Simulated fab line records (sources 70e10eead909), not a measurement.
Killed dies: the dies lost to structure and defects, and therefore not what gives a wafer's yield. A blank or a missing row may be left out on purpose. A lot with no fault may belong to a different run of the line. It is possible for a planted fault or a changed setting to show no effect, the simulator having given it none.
Which of the tools did it?    flow nand harc    36 wafers from 12 lots sampled at 5 of the route's 1159 steps

WHAT EACH GAUGE READ, for each wafer
NHARC_END_SORT_01. Usual: killed at array 29, standard deviation 8.4; killed at other 0.7, standard deviation 1.2; killed at periphery 3.8, standard deviation 2.1; killed dies 33, standard deviation 9; killed open 3.4, standard deviation 2; killed short 2.1, standard deviation 1.4.
lot   measured      on         killed at array  killed at other  killed at periphery  killed dies  killed open  killed short  flag
L446  day 22 14:53  prober-02  19 670 675       0 0 0            5 7 2                24 677 677   3 2 2        1 2 1         OFF
L448  day 22 14:57  prober-01  21 32 671        0 0 1            5 3 5                26 35 677    4 2 3        3 3 2         OFF

WHAT TOOL EACH LOT RAN ON (gives the tool, then ch and the chambers of the sampled wafers, and finally the start)
lot   NHARC_A_STAIRCASE_TRIM_14                      NHARC_A_STAIRCASE_TRIM_16                      NHARC_A_STAIRCASE_ETCH_27                      NHARC_A_STAIRCASE_TRIM_189
L435  rie diel-06 ch 1,2, day 11 03:45 or earlier    rie diel-06 ch 0,3, day 11 03:45 or earlier    rie diel-08 ch 1,2, day 11 03:45 or earlier    rie diel-12 ch 0,2,3, day 11 03:45
L436  rie diel-06 ch 0,1,2, day 11 04:35 or earlier  rie diel-06 ch 0,1,3, day 11 04:35 or earlier  rie diel-12 ch 0,1,2, day 11 04:35 or earlier  rie diel-08 ch 1,2, day 11 04:35
L437  rie diel-12 ch 2,3, day 11 13:54 or earlier    rie diel-12 ch 0,3, day 11 13:54 or earlier    rie diel-06 ch 1,2,3, day 11 13:54 or earlier  rie diel-12 ch 1,2,3, day 11 13:54
L441  rie diel-12 ch 0,2, day 12 03:51 or earlier    rie diel-12 ch 0,1, day 12 03:51 or earlier    rie diel-12 ch 2,3, day 12 03:51 or earlier    rie diel-08 ch 0,1,3, day 12 03:51
L446  rie diel-12 ch 1,2, day 13 11:22 or earlier    rie diel-12 ch 0,1,2, day 13 11:22 or earlier  rie diel-12 ch 0,1,3, day 13 11:22 or earlier  rie diel-08 ch 1,2, day 13 11:22
L448  rie diel-08 ch 0,3, day 14 04:24 or earlier    rie diel-08 ch 1,2, day 14 04:24 or earlier    rie diel-12 ch 0,1,3, day 14 04:24 or earlier  rie diel-08 ch 1,2,3, day 14 04:24
L450  rie diel-08 ch 0,1,2, day 14 18:50 or earlier  rie diel-08 ch 2,3, day 14 18:50 or earlier    rie diel-08 ch 0,1,3, day 14 18:50 or earlier  rie diel-12 ch 0,1, day 14 18:50
L451  rie diel-06 ch 0,1,2, day 15 05:01 or earlier  rie diel-06 ch 1,2,3, day 15 05:01 or earlier  rie diel-08 ch 0,2, day 15 05:01 or earlier    rie diel-12 ch 0,3, day 15 05:01
L452  rie diel-12 ch 1,3, day 15 05:25 or earlier    rie diel-12 ch 0,1,3, day 15 05:25 or earlier  rie diel-06 ch 0,1,3, day 15 05:25 or earlier  rie diel-12 ch 0,2, day 15 05:25
L453  rie diel-08 ch 0,1, day 15 10:58 or earlier    rie diel-08 ch 0,2,3, day 15 10:58 or earlier  rie diel-08 ch 0,1, day 15 10:58 or earlier    rie diel-06 ch 0,1,2, day 15 10:58
L455  rie diel-12 ch 0,3, day 15 20:49 or earlier    rie diel-12 ch 0,1,3, day 15 20:49 or earlier  rie diel-12 ch 0,1,3, day 15 20:49 or earlier  rie diel-06 ch 0,2,3, day 15 20:49
L457  rie diel-06 ch 0,1,3, day 16 19:43 or earlier  rie diel-06 ch 0,1, day 16 19:43 or earlier    rie diel-08 ch 1,2, day 16 19:43 or earlier    rie diel-06 ch 2,3, day 16 19:43
- NHARC_A_STAIRCASE_TRIM_14: chemistry O2, time 211.2 s.
- NHARC_A_STAIRCASE_TRIM_16: chemistry O2, time 211.2 s.
- NHARC_A_STAIRCASE_ETCH_27: etches the open film in C4F8/O2, target depth 100 nm, time 40.5 s.
- NHARC_A_STAIRCASE_TRIM_189: chemistry O2, time 211.2 s.

WHAT THE TOOLS THEMSELVES READ (means of the sampled wafers that have a number; where no wafer has one, the mark that the record gives instead)
NHARC_A_STAIRCASE_TRIM_14. Usual: drypump motor current A 5.7 A, standard deviation 0.5; oes product au 0.996 a.u., standard deviation 0.011; rf vpp V 57.9 V, standard deviation 0.8; showerhead plenum p Torr 3.54 Torr, standard deviation 0.11; throttle valve pct 17.035 %, standard deviation 0.0086.
lot   tool         drypump motor current A (A)  oes product au (a.u.)  rf vpp V (V)  showerhead plenum p Torr (Torr)  throttle valve pct (%)  flag
L435  rie diel-06  6.1                          1.010                  58.0          3.62                             17.037                  
L436  rie diel-06  5.8                          1.011                  57.7          3.58                             17.036                  
L437  rie diel-12  5.2                          0.996                  57.4          3.50                             17.044                  
L441  rie diel-12  5.7                          0.991                  57.9          3.52                             17.034                  
L446  rie diel-12  5.7                          0.999                  58.2          3.56                             17.035                  
L448  rie diel-08  5.6                          1.007                  57.9          3.42                             17.034                  
L450  rie diel-08  6.1                          0.997                  57.2          3.47                             17.034                  
L451  rie diel-06  5.7                          0.996                  58.0          3.56                             17.031                  
L452  rie diel-12  5.2                          0.990                  57.8          3.49                             17.036                  
L453  rie diel-08  6.1                          0.989                  57.6          3.50                             17.036                  
L455  rie diel-12  5.1                          0.986                  57.2          3.45                             17.033                  
L457  rie diel-06  5.7                          0.991                  57.6          3.58                             17.034                  

NHARC_A_STAIRCASE_TRIM_16. Usual: drypump motor current A 5.7 A, standard deviation 0.48; oes product au 0.996 a.u., standard deviation 0.011; rf vpp V 57.8 V, standard deviation 0.93; showerhead plenum p Torr 3.53 Torr, standard deviation 0.11; throttle valve pct 17.036 %, standard deviation 0.0085.
lot   tool         drypump motor current A (A)  oes product au (a.u.)  rf vpp V (V)  showerhead plenum p Torr (Torr)  throttle valve pct (%)  flag
L435  rie diel-06  5.9                          1.004                  58.2          3.61                             17.036                  
L436  rie diel-06  5.8                          1.009                  57.7          3.60                             17.039                  
L437  rie diel-12  5.4                          0.985                  57.3          3.49                             17.036                  
L441  rie diel-12  5.9                          0.987                  58.0          3.57                             17.036                  
L446  rie diel-12  5.8                          0.991                  58.3          3.56                             17.035                  
L448  rie diel-08  6.1                          0.990                  57.9          3.44                             17.032                  
L450  rie diel-08  5.4                          0.998                  57.4          3.41                             17.031                  
L451  rie diel-06  6.0                          1.005                  59.0          3.63                             17.036                  
L452  rie diel-12  5.5                          0.986                  57.8          3.52                             17.032                  
L453  rie diel-08  5.6                          0.998                  56.9          3.39                             17.032                  
L455  rie diel-12  5.5                          0.994                  58.0          3.52                             17.036                  
L457  rie diel-06  5.7                          0.992                  57.2          3.57                             17.036                  

NHARC_A_STAIRCASE_ETCH_27. Usual: oes product au 0.940 a.u., standard deviation 0.011; rf vpp V 896 V, standard deviation 4.4.
lot   tool         oes product au (a.u.)  rf vpp V (V)  flag
L435  rie diel-08  0.955                  898           
L436  rie diel-12  0.926                  897           
L437  rie diel-06  0.946                  901           
L441  rie diel-12  0.947                  894           
L446  rie diel-12  0.923                  897           
L448  rie diel-12  0.934                  896           
L450  rie diel-08  0.940                  895           
L451  rie diel-08  0.948                  888           
L452  rie diel-06  0.943                  898           
L453  rie diel-08  0.944                  899           
L455  rie diel-12  0.934                  895           
L457  rie diel-08  0.937                  897           

NHARC_A_STAIRCASE_TRIM_189. Usual: drypump motor current A 5.8 A, standard deviation 0.48; oes product au 0.995 a.u., standard deviation 0.011; rf vpp V 57.9 V, standard deviation 0.77; showerhead plenum p Torr 3.53 Torr, standard deviation 0.12; throttle valve pct 17.037 %, standard deviation 0.0098.
lot   tool         drypump motor current A (A)  oes product au (a.u.)  rf vpp V (V)  showerhead plenum p Torr (Torr)  throttle valve pct (%)  flag
L435  rie diel-12  5.3                          0.996                  58.0          3.50                             17.039                  
L436  rie diel-08  6.1                          1.001                  57.0          3.45                             17.038                  
L437  rie diel-12  5.4                          0.988                  57.5          3.54                             17.040                  
L441  rie diel-08  5.9                          0.998                  58.3          3.53                             17.047                  
L446  rie diel-08  6.3                          0.788                  57.7          3.57                             17.041                  OFF
L448  rie diel-08  5.9                          0.895                  57.4          3.49                             17.035                  OFF
L450  rie diel-12  6.0                          0.979                  57.7          3.60                             17.052                  
L451  rie diel-12  5.4                          0.992                  57.0          3.48                             17.032                  
L452  rie diel-12  5.6                          1.002                  58.0          3.51                             17.039                  
L453  rie diel-06  5.8                          0.985                  57.6          3.56                             17.030                  
L455  rie diel-06  5.9                          0.999                  57.4          3.57                             17.034                  
L457  rie diel-06  6.1                          1.009                  57.9          3.60                             17.033                  

THE ANSWER, worked out from the rows above alone
Rule: take the mean of a lot's wafers that have a number; if it is more than 3 standard deviations from the usual mean, the lot is off. Also off: a lot with no number at a reading for which 4 or more lots have one. Where the step has rows for the other lots, those lots are counted as sound. The gauges are gone through in route order, then the tools' own readings, and for those a lot's mean is taken as printed above. At the first step where some lot is off, the reading lying furthest off is the one used; lots without a number count as furthest.
Off: L446, L448 (NHARC_END_SORT_01, killed at array). Neither off nor sound, because the step has no rows for them: L435, L436, L437, L441, L450, L451, L452, L453, L455, L457.
If a tool, at a process step before that reading, ran all the lots that are off and no sound lot after the first of them, it fits. The gauges at NHARC_END_SORT_01 aren't tried: what is off there is off at NHARC_A_STAIRCASE_TRIM_189 too, on other tools, and a gauge's error can't cause that. NHARC_A_STAIRCASE_TRIM_14: start missing for some lots; hours and lot order therefore follow NHARC_A_STAIRCASE_TRIM_189. NHARC_A_STAIRCASE_TRIM_16: start missing for some lots; hours and lot order therefore follow NHARC_A_STAIRCASE_TRIM_189. NHARC_A_STAIRCASE_ETCH_27: start missing for some lots; hours and lot order therefore follow NHARC_A_STAIRCASE_TRIM_189. This does not decide it: 2 tools fit, namely rie diel-12 at NHARC_A_STAIRCASE_ETCH_27 and rie diel-08 at NHARC_A_STAIRCASE_TRIM_189.

WHAT WAS PUT IN BY THE SIMULATOR
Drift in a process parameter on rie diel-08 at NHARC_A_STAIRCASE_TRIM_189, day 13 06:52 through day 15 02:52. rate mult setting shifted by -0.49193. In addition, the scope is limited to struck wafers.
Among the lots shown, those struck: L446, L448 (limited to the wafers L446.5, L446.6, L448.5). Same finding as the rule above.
